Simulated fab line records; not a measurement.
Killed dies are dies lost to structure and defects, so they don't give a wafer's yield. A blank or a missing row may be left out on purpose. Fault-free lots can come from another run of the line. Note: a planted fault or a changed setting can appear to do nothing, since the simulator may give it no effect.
fab line records	flow n5-finfet
record lots=24	wafers=72	last-day=18
route steps=1938 shown BEOL_M1@817 BEOL_M2@842
lots that met no fault: from a run of the same line without faults
start-h: the number of hours between the record's first day and the start of the first shown wafer of the lot	wait-h: time in hours since the lot's previous step	" the same as in the row above	L1.1+2: a single row standing in for several wafers	- either no value or no given start	* or withheld: withheld	< > ~ a bound
route shown NAME@n: NAME is a module with steps in the file, n the number in the route of the first one	usual: mean and standard deviation over wafers with no fault	same: alike in all rows	chamber/n: place in a boat	sites: the reading at each site	_std_site: the standard deviation of these	_edge_site: inner sites' mean taken away from outer sites' mean	radius-mm: for every site, how far away it sits from the centre of the wafer	mask NAME#n: copy n	behind: tool/chamber where the wafer was last shaped	hold: reason for holding the lot/hours on hold/outcome of the hold	device: whichever transistor did not switch (one of n, p or np)	end of line: tests of these same wafers at the route's end	where a step has no rows: the recipe by itself	killed: dies lost to structure and defects at the first sort, not the wafer's yield	map: the dies of a wafer, with x for killed, . for not killed, _ for no die there
set.NAME: setting as actually run; set.NAME@STEP: the setting as run at that earlier step	model.NAME: the simulator's own value behind a step, which no gauge read
the route's steps for a sample of lots (tables are steps, rows are wafers)
services: the hour from which a tool's chamber was out of use, counted from the record's first day as start-h (under 0 if before that day), plus the number of hours and why
## steps
# step N5_BEOL_M1_ANNEAL_80
# recipe temp-c=400	time-s=240	ambient=vacuum
# usual heater-power-w=856/53
lot.wafer	tool	chamber	start-h	wait-h	heater-power-w
L074.3	pvd-sputter-03	-	134.32	0.0	866
L074.4	"	-	"	"	920
L074.6	"	-	"	"	784
L075.1	pvd-sputter-01	-	143.26	0.0	832
L075.2	"	-	"	"	855
L075.4	"	-	"	"	857
L076.2	pvd-sputter-02	-	145.75	0.0	906
L076.3	"	-	"	"	862
L076.5	"	-	"	"	925
L077.1	pvd-sputter-03	-	149.18	0.0	804
L077.3	"	-	"	"	901
L077.5	"	-	"	"	803
L078.1	pvd-sputter-03	-	161.51	0.0	789
L078.3	"	-	"	"	925
L078.6	"	-	"	"	849
L079.3	pvd-sputter-02	-	164.82	0.0	890
L079.4	"	-	"	"	917
L079.5	"	-	"	"	957
L080.1	pvd-sputter-03	-	171.11	0.0	790
L080.3	"	-	"	"	915
L080.5	"	-	"	"	925
L081.2	pvd-sputter-02	-	171.83	0.0	893
L081.4	"	-	"	"	852
L081.6	"	-	"	"	891
L082.3	pvd-sputter-02	-	174.49	0.0	787
L082.5	"	-	"	"	825
L082.6	"	-	"	"	935
L083.2	pvd-sputter-02	-	186.18	0.0	899
L083.4	"	-	"	"	934
L083.6	"	-	"	"	937
L084.1	pvd-sputter-03	-	192.72	0.0	899
L084.4	"	-	"	"	946
L084.6	"	-	"	"	839
L085.2	pvd-sputter-01	-	194.18	0.0	873
L085.3	"	-	"	"	811
L085.6	"	-	"	"	827
L086.2	pvd-sputter-01	-	212.89	0.0	809
L086.5	"	-	"	"	784
L086.6	"	-	"	"	815
L087.1	pvd-sputter-03	-	216.12	0.0	918
L087.2	"	-	"	"	805
L087.6	"	-	"	"	928
L088.4	pvd-sputter-01	-	219.60	0.0	833
L088.5	"	-	"	"	823
L088.6	"	-	"	"	837
L090.2	pvd-sputter-03	-	228.73	0.0	918
L090.3	"	-	"	"	785
L090.4	"	-	"	"	831
L089.3	pvd-sputter-02	-	228.90	0.0	894
L089.4	"	-	"	"	857
L089.5	"	-	"	"	918
L091.1	pvd-sputter-02	-	235.02	0.0	836
L091.2	"	-	"	"	912
L091.4	"	-	"	"	933
L092.3	pvd-sputter-03	-	236.87	0.0	936
L092.5	"	-	"	"	804
L092.6	"	-	"	"	863
L093.1	pvd-sputter-03	-	239.71	0.0	895
L093.3	"	-	"	"	902
L093.4	"	-	"	"	847
L094.1	pvd-sputter-01	-	247.20	0.0	784
L094.3	"	-	"	"	822
L094.4	"	-	"	"	836
L095.2	pvd-sputter-03	-	253.49	0.0	916
L095.3	"	-	"	"	838
L095.4	"	-	"	"	924
L096.2	pvd-sputter-01	-	260.78	0.0	859
L096.3	"	-	"	"	859
L096.4	"	-	"	"	783
L097.2	pvd-sputter-01	-	273.40	0.0	831
L097.4	"	-	"	"	850
L097.5	"	-	"	"	857
# step N5_BEOL_M1_ANNEAL_91
# recipe temp-c=400	time-s=240	ambient=vacuum
# usual heater-power-w=857/55
lot.wafer	tool	chamber	start-h	wait-h	heater-power-w
L074.3	pvd-sputter-03	-	135.20	0.0	842
L074.4	"	-	"	"	918
L074.6	"	-	"	"	801
L075.1	pvd-sputter-01	-	144.14	0.0	820
L075.2	"	-	"	"	868
L075.4	"	-	"	"	864
L076.2	pvd-sputter-02	-	146.63	0.0	938
L076.3	"	-	"	"	850
L076.5	"	-	"	"	969
L077.1	pvd-sputter-03	-	159.84	0.0	803
L077.3	"	-	"	"	919
L077.5	"	-	"	"	789
L078.1	pvd-sputter-03	-	162.39	0.0	771
L078.3	"	-	"	"	933
L078.6	"	-	"	"	836
L079.3	pvd-sputter-02	-	165.70	0.0	881
L079.4	"	-	"	"	886
L079.5	"	-	"	"	952
L080.1	pvd-sputter-03	-	171.99	0.0	799
L080.3	"	-	"	"	929
L080.5	"	-	"	"	915
L081.2	pvd-sputter-02	-	172.71	0.0	910
L081.4	"	-	"	"	865
L081.6	"	-	"	"	894
L082.3	pvd-sputter-02	-	175.37	0.0	783
L082.5	"	-	"	"	854
L082.6	"	-	"	"	970
L083.2	pvd-sputter-02	-	187.06	0.0	875
L083.4	"	-	"	"	930
L083.6	"	-	"	"	941
L084.1	pvd-sputter-03	-	193.60	0.0	914
L084.4	"	-	"	"	943
L084.6	"	-	"	"	839
L085.2	pvd-sputter-01	-	195.06	0.0	824
L085.3	"	-	"	"	828
L085.6	"	-	"	"	847
L086.2	pvd-sputter-01	-	213.77	0.0	829
L086.5	"	-	"	"	779
L086.6	"	-	"	"	803
L087.1	pvd-sputter-03	-	217.00	0.0	898
L087.2	"	-	"	"	784
L087.6	"	-	"	"	914
L088.4	pvd-sputter-01	-	220.48	0.0	818
L088.5	"	-	"	"	813
L088.6	"	-	"	"	848
L090.2	pvd-sputter-03	-	229.61	0.0	917
L090.3	"	-	"	"	791
L090.4	"	-	"	"	867
L089.3	pvd-sputter-02	-	229.78	0.0	896
L089.4	"	-	"	"	843
L089.5	"	-	"	"	934
L091.1	pvd-sputter-02	-	235.90	0.0	871
L091.2	"	-	"	"	896
L091.4	"	-	"	"	940
L092.3	pvd-sputter-03	-	237.75	0.0	938
L092.5	"	-	"	"	797
L092.6	"	-	"	"	833
L093.1	pvd-sputter-03	-	240.59	0.0	928
L093.3	"	-	"	"	931
L093.4	"	-	"	"	842
L094.1	pvd-sputter-01	-	248.08	0.0	768
L094.3	"	-	"	"	819
L094.4	"	-	"	"	849
L095.2	pvd-sputter-03	-	254.37	0.0	901
L095.3	"	-	"	"	847
L095.4	"	-	"	"	943
L096.2	pvd-sputter-01	-	261.66	0.0	838
L096.3	"	-	"	"	880
L096.4	"	-	"	"	830
L097.2	pvd-sputter-01	-	274.28	0.0	817
L097.4	"	-	"	"	864
L097.5	"	-	"	"	875
# step N5_BEOL_M1_ANNEAL_95
# recipe temp-c=400	time-s=240	ambient=vacuum
# usual heater-power-w=859/56
lot.wafer	tool	chamber	start-h	wait-h	heater-power-w
L074.3	pvd-sputter-03	-	135.64	0.0	849
L074.4	"	-	"	"	928
L074.6	"	-	"	"	794
L075.1	pvd-sputter-01	-	144.58	0.0	813
L075.2	"	-	"	"	871
L075.4	"	-	"	"	857
L076.2	pvd-sputter-02	-	147.07	0.0	959
L076.3	"	-	"	"	867
L076.5	"	-	"	"	960
L077.1	pvd-sputter-03	-	160.28	0.0	797
L077.3	"	-	"	"	904
L077.5	"	-	"	"	788
L078.1	pvd-sputter-03	-	162.83	0.0	796
L078.3	"	-	"	"	918
L078.6	"	-	"	"	841
L079.3	pvd-sputter-02	-	166.14	0.0	892
L079.4	"	-	"	"	897
L079.5	"	-	"	"	952
L080.1	pvd-sputter-03	-	172.43	0.0	805
L080.3	"	-	"	"	923
L080.5	"	-	"	"	925
L081.2	pvd-sputter-02	-	173.15	0.0	872
L081.4	"	-	"	"	860
L081.6	"	-	"	"	913
L082.3	pvd-sputter-02	-	175.81	0.0	793
L082.5	"	-	"	"	860
L082.6	"	-	"	"	958
L083.2	pvd-sputter-02	-	187.50	0.0	890
L083.4	"	-	"	"	937
L083.6	"	-	"	"	930
L084.1	pvd-sputter-03	-	194.04	0.0	916
L084.4	"	-	"	"	890
L084.6	"	-	"	"	860
L085.2	pvd-sputter-01	-	195.50	0.0	875
L085.3	"	-	"	"	806
L085.6	"	-	"	"	828
L086.2	pvd-sputter-01	-	214.21	0.0	833
L086.5	"	-	"	"	773
L086.6	"	-	"	"	813
L087.1	pvd-sputter-03	-	217.44	0.0	921
L087.2	"	-	"	"	797
L087.6	"	-	"	"	945
L088.4	pvd-sputter-01	-	220.92	0.0	819
L088.5	"	-	"	"	806
L088.6	"	-	"	"	854
L090.2	pvd-sputter-03	-	230.05	0.0	915
L090.3	"	-	"	"	783
L090.4	"	-	"	"	874
L089.3	pvd-sputter-02	-	230.22	0.0	892
L089.4	"	-	"	"	834
L089.5	"	-	"	"	934
L091.1	pvd-sputter-02	-	236.34	0.0	852
L091.2	"	-	"	"	877
L091.4	"	-	"	"	954
L092.3	pvd-sputter-03	-	238.19	0.0	954
L092.5	"	-	"	"	800
L092.6	"	-	"	"	854
L093.1	pvd-sputter-03	-	241.03	0.0	919
L093.3	"	-	"	"	929
L093.4	"	-	"	"	843
L094.1	pvd-sputter-01	-	248.52	0.0	776
L094.3	"	-	"	"	812
L094.4	"	-	"	"	843
L095.2	pvd-sputter-03	-	254.81	0.0	911
L095.3	"	-	"	"	848
L095.4	"	-	"	"	965
L096.2	pvd-sputter-01	-	262.10	0.0	859
L096.3	"	-	"	"	861
L096.4	"	-	"	"	800
L097.2	pvd-sputter-01	-	274.72	0.0	825
L097.4	"	-	"	"	836
L097.5	"	-	"	"	861
# step N5_BEOL_M1_CO_CAP_55
# recipe material=Co	target-thk-a=20	temp-c=200	precursor=CCTBA/H2	pressure-torr=30	time-s=102.1
# usual heater-power-w=237/19
lot.wafer	tool	chamber	start-h	wait-h	heater-power-w
L074.3	cvd-co-02	0	136.72	0.1	218
L074.4	"	2	"	"	270
L074.6	"	2	"	"	268
L075.1	cvd-co-01	1	145.60	0.0	250
L075.2	"	0	"	"	215
L075.4	"	1	"	"	258
L076.2	cvd-co-02	2	148.08	0.0	272
L076.3	"	0	"	"	225
L076.5	"	1	"	"	225
L077.1	cvd-co-02	0	161.28	0.0	227
L077.3	"	1	"	"	224
L077.5	"	2	"	"	269
L078.1	cvd-co-01	2	164.37	0.0	223
L078.3	"	0	"	"	220
L078.6	"	0	"	"	214
L079.3	cvd-co-01	1	168.03	0.0	253
L079.4	"	1	"	"	250
L079.5	"	0	"	"	224
L080.1	cvd-co-02	1	174.93	0.0	225
L080.3	"	0	"	"	224
L080.5	"	1	"	"	224
L081.2	cvd-co-02	0	175.48	0.0	234
L081.4	"	2	"	"	261
L081.6	"	0	"	"	225
L082.3	cvd-co-02	1	179.28	0.0	223
L082.5	"	0	"	"	228
L082.6	"	1	"	"	224
L083.2	cvd-co-01	0	188.50	0.0	226
L083.4	"	1	"	"	255
L083.6	"	0	"	"	217
L084.1	cvd-co-02	2	195.04	0.0	267
L084.4	"	1	"	"	220
L084.6	"	2	"	"	271
L085.2	cvd-co-01	1	196.55	0.0	249
L085.3	"	0	"	"	218
L085.6	"	2	"	"	223
L086.2	cvd-co-01	2	215.28	0.0	231
L086.5	"	0	"	"	219
L086.6	"	1	"	"	254
L087.1	cvd-co-01	2	218.58	0.0	216
L087.2	"	1	"	"	264
L087.6	"	1	"	"	256
L088.4	cvd-co-02	0	221.96	0.0	228
L088.5	"	2	"	"	261
L088.6	"	1	"	"	230
L090.2	cvd-co-01	2	231.12	0.0	219
L090.3	"	1	"	"	250
L090.4	"	2	"	"	230
L089.3	cvd-co-02	0	231.34	0.0	228
L089.4	"	2	"	"	270
L089.5	"	1	"	"	225
L091.1	cvd-co-02	1	237.35	0.0	228
L091.2	"	0	"	"	229
L091.4	"	0	"	"	233
L092.3	cvd-co-02	0	239.43	0.0	235
L092.5	"	1	"	"	227
L092.6	"	2	"	"	269
L093.1	cvd-co-01	1	242.04	0.0	256
L093.3	"	2	"	"	227
L093.4	"	1	"	"	248
L094.1	cvd-co-01	0	249.52	0.0	217
L094.3	"	2	"	"	223
L094.4	"	0	"	"	220
L095.2	cvd-co-02	2	255.81	0.0	275
L095.3	"	0	"	"	225
L095.4	"	2	"	"	268
L096.2	cvd-co-01	2	263.12	0.0	221
L096.3	"	0	"	"	217
L096.4	"	1	"	"	258
L097.2	cvd-co-01	1	275.73	0.0	257
L097.4	"	1	"	"	252
L097.5	"	0	"	"	214
# step N5_BEOL_M2_THK_MEAS_01
# recipe reads=SiOC_of_BEOL_M2_ILD_DEP_00
# usual M2_ILD_THK=79.0/0.94
lot.wafer	tool	chamber	start-h	wait-h	M2_ILD_THK[nm]
L074.3	film-metro-02	-	137.03	0.1	77.8
L074.4	"	-	"	"	79.9
L074.6	"	-	"	"	80.2
L075.1	film-metro-01	-	145.92	0.0	78.5
L075.2	"	-	"	"	78.5
L075.4	"	-	"	"	79.2
L076.2	film-metro-01	-	148.40	0.1	78.4
L076.3	"	-	"	"	78.1
L076.5	"	-	"	"	79.7
L077.1	film-metro-02	-	161.60	0.0	77.7
L077.3	"	-	"	"	78.2
L077.5	"	-	"	"	79.3
L078.1	film-metro-02	-	164.68	0.0	78.3
L078.3	"	-	"	"	78.2
L078.6	"	-	"	"	79.6
L079.3	film-metro-01	-	168.34	0.1	78.1
L079.4	"	-	"	"	78.2
L079.5	"	-	"	"	77.3
L080.1	film-metro-01	-	175.26	0.0	77.2
L080.3	"	-	"	"	78.0
L080.5	"	-	"	"	78.8
L081.2	film-metro-02	-	175.79	0.1	78.3
L081.4	"	-	"	"	79.7
L081.6	"	-	"	"	80.5
L082.3	film-metro-01	-	179.59	0.1	77.8
L082.5	"	-	"	"	79.2
L082.6	"	-	"	"	79.2
L083.2	film-metro-01	-	188.81	0.1	78.6
L083.4	"	-	"	"	77.7
L083.6	"	-	"	"	78.0
L084.1	film-metro-02	-	195.36	0.0	78.7
L084.4	"	-	"	"	79.7
L084.6	"	-	"	"	79.3
L085.2	film-metro-01	-	196.87	0.1	78.7
L085.3	"	-	"	"	78.3
L085.6	"	-	"	"	79.6
L086.2	film-metro-02	-	215.62	0.1	78.2
L086.5	"	-	"	"	80.1
L086.6	"	-	"	"	79.7
L087.1	film-metro-01	-	218.89	0.0	77.4
L087.2	"	-	"	"	78.3
L087.6	"	-	"	"	79.0
L088.4	film-metro-02	-	222.29	0.1	79.6
L088.5	"	-	"	"	80.2
L088.6	"	-	"	"	80.8
L090.2	film-metro-02	-	231.44	0.1	78.0
L090.3	"	-	"	"	78.4
L090.4	"	-	"	"	78.3
L089.3	film-metro-01	-	231.66	0.1	80.4
L089.4	"	-	"	"	80.8
L089.5	"	-	"	"	81.7
L091.1	film-metro-01	-	237.66	0.0	77.8
L091.2	"	-	"	"	79.0
L091.4	"	-	"	"	80.4
L092.3	film-metro-01	-	239.75	0.1	78.8
L092.5	"	-	"	"	80.5
L092.6	"	-	"	"	80.2
L093.1	film-metro-02	-	242.38	0.0	77.9
L093.3	"	-	"	"	79.0
L093.4	"	-	"	"	78.9
L094.1	film-metro-01	-	249.84	0.0	78.4
L094.3	"	-	"	"	78.2
L094.4	"	-	"	"	80.1
L095.2	film-metro-01	-	256.13	0.1	77.4
L095.3	"	-	"	"	77.8
L095.4	"	-	"	"	79.1
L096.2	film-metro-02	-	263.43	0.1	78.8
L096.3	"	-	"	"	78.4
L096.4	"	-	"	"	79.4
L097.2	film-metro-02	-	276.04	0.1	78.5
L097.4	"	-	"	"	79.6
L097.5	"	-	"	"	78.8
# step N5_BEOL_M2_ETCH_63
# recipe chemistry=CF4	target=SiARC	target-depth-a=156	mask-material=CAR-EUV	time-s=26	ion-energy-ev=80	pressure-mtorr=40	source-w=545	bias-w=36	Ar_flow_sccm=100	cf4-flow-sccm=100	ends=cleared
# usual drypump-motor-current-A=5.8/0.5	etch-rf-on-time-s=25.89/0.28	oes-product-au=0.69/0.065	rf-vpp-V=184.0/1.1	showerhead-plenum-p-Torr=2.13/0.07	throttle-valve-pct=15.59/0.2
lot.wafer	tool	chamber	start-h	wait-h	drypump-motor-current-A	etch-rf-on-time-s	oes-product-au	rf-hours-counter-h	rf-vpp-V	showerhead-plenum-p-Torr	throttle-valve-pct
L074.3	rie-diel-04	2	138.70	0.0	5.5	25.91	0.64	159	183.9	2.15	15.89
L074.4	"	0	"	"	6.6	25.86	0.62	-	183.4	2.04	15.51
L074.6	"	2	"	"	5.5	26.08	0.63	-	184.7	2.15	15.90
L075.1	rie-diel-04	2	148.53	0.0	5.5	26.15	0.62	163	184.0	2.15	15.91
L075.2	"	0	"	"	6.6	25.96	0.61	214	181.6	2.04	15.53
L075.4	"	3	"	"	5.9	25.96	0.79	11	184.5	2.18	15.39
L076.2	rie-diel-04	2	150.02	0.0	5.5	25.91	0.63	164	183.3	2.15	15.90
L076.3	"	1	"	"	5.3	25.67	0.72	60	184.5	2.26	15.60
L076.5	"	1	"	"	5.3	25.50	0.72	-	185.8	2.26	15.61
L077.1	rie-diel-04	1	164.55	0.0	5.3	25.89	0.71	66	185.7	2.26	15.63
L077.3	"	3	"	"	5.8	25.93	0.77	17	184.8	2.18	15.39
L077.5	"	0	"	"	6.6	25.91	0.61	-	183.3	2.03	15.52
L078.1	rie-diel-04	1	167.03	0.0	5.3	25.78	0.71	67	185.5	2.26	15.61
L078.3	"	2	"	"	5.5	25.97	0.63	171	186.1	2.15	15.92
L078.6	"	2	"	"	5.5	25.87	0.63	-	183.4	2.15	15.92
L079.3	rie-diel-04	0	169.46	0.0	6.6	26.08	0.60	223	182.6	2.03	15.54
L079.4	"	2	"	"	5.5	26.13	0.62	171	184.5	2.15	15.93
L079.5	"	2	"	"	5.5	26.24	0.61	-	185.1	2.15	15.94
L080.1	rie-diel-04	0	177.30	0.0	6.7	26.02	0.60	225	182.8	2.03	15.53
L080.3	"	2	"	"	5.5	25.99	0.63	173	184.9	2.15	15.93
L080.5	"	0	"	"	6.6	25.91	0.61	-	182.8	2.03	15.54
L081.2	rie-diel-04	3	177.53	0.0	5.8	25.48	0.76	22	184.9	2.18	15.41
L081.4	"	0	"	"	6.7	25.74	0.61	225	182.9	2.03	15.55
L081.6	"	0	"	"	6.7	25.52	0.61	-	182.6	2.03	15.56
L082.3	rie-diel-05	0	180.67	0.0	6.1	25.12	0.78	20	184.8	2.11	15.62
L082.5	"	1	"	"	5.9	25.56	0.76	-	183.7	2.09	15.52
L082.6	"	2	"	"	5.1	25.78	0.80	-	183.0	2.10	15.26
L083.2	rie-diel-05	2	190.17	0.0	5.1	26.33	0.77	15	184.5	2.10	15.25
L083.4	"	0	"	"	6.1	25.60	0.77	24	183.6	2.11	15.62
L083.6	"	2	"	"	5.1	26.07	0.79	-	183.8	2.10	15.27
L084.1	rie-diel-05	1	196.55	0.0	5.9	25.66	0.74	56	183.8	2.08	15.54
L084.4	"	0	"	"	6.1	25.34	0.76	27	183.2	2.11	15.63
L084.6	"	0	"	"	6.1	25.36	0.76	-	182.9	2.11	15.64
L085.2	rie-diel-04	3	198.91	0.0	5.9	25.52	0.75	30	185.2	2.18	15.42
L085.3	"	0	"	"	6.7	25.72	0.60	233	182.9	2.03	15.55
L085.6	"	1	"	"	5.3	25.63	0.70	-	185.6	2.25	15.64
L086.2	rie-diel-04	0	216.42	0.0	6.7	25.69	0.60	240	182.6	2.03	15.56
L086.5	"	0	"	"	6.7	25.82	0.60	-	183.3	2.03	15.57
L086.6	"	3	"	"	5.8	25.56	0.73	-	184.0	2.17	15.42
L087.1	rie-diel-04	3	222.22	0.0	5.8	25.91	0.73	38	183.9	2.17	15.45
L087.2	"	2	"	"	5.5	25.88	0.61	189	183.6	2.14	15.95
L087.6	"	2	"	"	5.5	25.93	0.61	-	183.9	2.14	15.98
L088.4	rie-diel-06	0	223.37	0.0	5.3	25.51	0.71	98	186.3	2.25	15.72
L088.5	"	1	"	"	6.0	25.78	0.61	-	182.6	2.04	15.61
L088.6	"	2	"	"	5.8	25.65	0.76	-	184.4	2.10	15.33
L090.2	rie-diel-04	2	232.33	0.0	5.5	26.42	0.61	194	182.9	2.14	15.98
L090.3	"	3	"	"	5.8	26.57	0.72	41	183.1	2.17	15.45
L090.4	"	0	"	"	6.7	26.29	0.59	245	183.0	2.03	15.58
L089.3	rie-diel-05	1	234.72	0.0	5.9	26.04	0.72	68	182.8	2.08	15.56
L089.4	"	0	"	"	6.0	25.50	0.75	38	183.1	2.10	15.65
L089.5	"	2	"	"	5.1	25.98	0.76	-	183.5	2.10	15.28
L091.1	rie-diel-06	2	238.33	0.0	5.8	25.97	0.75	26	183.0	2.10	15.34
L091.2	"	1	"	"	6.0	26.02	0.61	217	183.0	2.04	15.64
L091.4	"	0	"	"	5.3	25.75	0.69	104	186.9	2.25	15.73
L092.3	rie-diel-05	1	242.45	0.0	5.9	25.98	0.71	70	184.4	2.08	15.55
L092.5	"	2	"	"	5.1	26.07	0.75	-	185.2	2.10	15.29
L092.6	"	3	"	"	6.6	26.53	0.63	-	183.3	2.14	15.76
L093.1	rie-diel-04	3	243.77	0.0	5.9	25.69	0.73	43	186.1	2.17	15.45
L093.3	"	2	"	"	5.5	25.92	0.60	197	183.7	2.14	15.97
L093.4	"	1	"	"	5.3	25.92	0.68	93	185.4	2.25	15.66
L094.1	rie-diel-05	0	253.20	0.0	6.0	25.51	0.73	44	183.5	2.10	15.67
L094.3	"	1	"	"	5.9	25.91	0.72	74	184.6	2.08	15.58
L094.4	"	3	"	"	6.6	26.42	0.63	175	184.2	2.14	15.77
L095.2	rie-diel-05	2	258.60	0.0	5.1	25.85	0.75	37	185.7	2.10	15.31
L095.3	"	0	"	"	6.0	25.19	0.74	47	184.3	2.10	15.67
L095.4	"	0	"	"	6.0	25.59	0.73	-	182.9	2.10	15.65
L096.2	rie-diel-04	1	265.37	0.0	5.3	26.15	0.67	104	183.8	2.24	15.69
L096.3	"	3	"	"	5.8	25.80	0.73	54	184.6	2.17	15.48
L096.4	"	3	"	"	5.8	26.11	0.71	-	185.2	2.17	15.47
L097.2	rie-diel-06	0	277.65	0.0	5.3	26.12	0.68	118	184.9	2.25	15.76
L097.4	"	2	"	"	5.8	26.01	0.72	41	183.4	2.09	15.39
L097.5	"	1	"	"	6.0	26.50	0.59	-	183.2	2.04	15.65
## services
tool	chamber	start-h	hours	kind
cvd-co-02	1	114.67	-	clean
cvd-co-02	1	114.67	22.0	scheduled-down
cvd-co-02	1	114.67	22.0	vent-cycle
rie-diel-05	0	117.17	-	clean
rie-diel-05	0	117.17	-	consumable-replace:focus-ring
rie-diel-05	0	117.17	13.4	scheduled-down
rie-diel-05	0	117.17	13.4	vent-cycle
cvd-co-01	0	118.13	11.9	repair
rie-diel-04	0	122.85	9.1	repair
cvd-co-02	-	132.60	0.7	repair
rie-diel-04	3	134.61	8.3	repair
rie-diel-06	2	170.36	8.9	repair
rie-diel-06	3	172.60	2.8	repair
rie-diel-04	3	224.03	4.5	repair
rie-diel-06	-	225.76	0.7	repair
rie-diel-04	3	235.85	2.8	repair
cvd-co-01	-	242.95	0.5	repair
rie-diel-04	0	247.04	-	clean
rie-diel-04	0	247.04	-	consumable-replace:focus-ring
rie-diel-04	0	247.04	-	consumable-replace:showerhead
rie-diel-04	0	247.04	19.1	scheduled-down
rie-diel-04	0	247.04	19.1	vent-cycle
rie-diel-05	-	270.27	0.2	repair
cvd-co-02	-	270.30	0.4	repair
## key
fault none
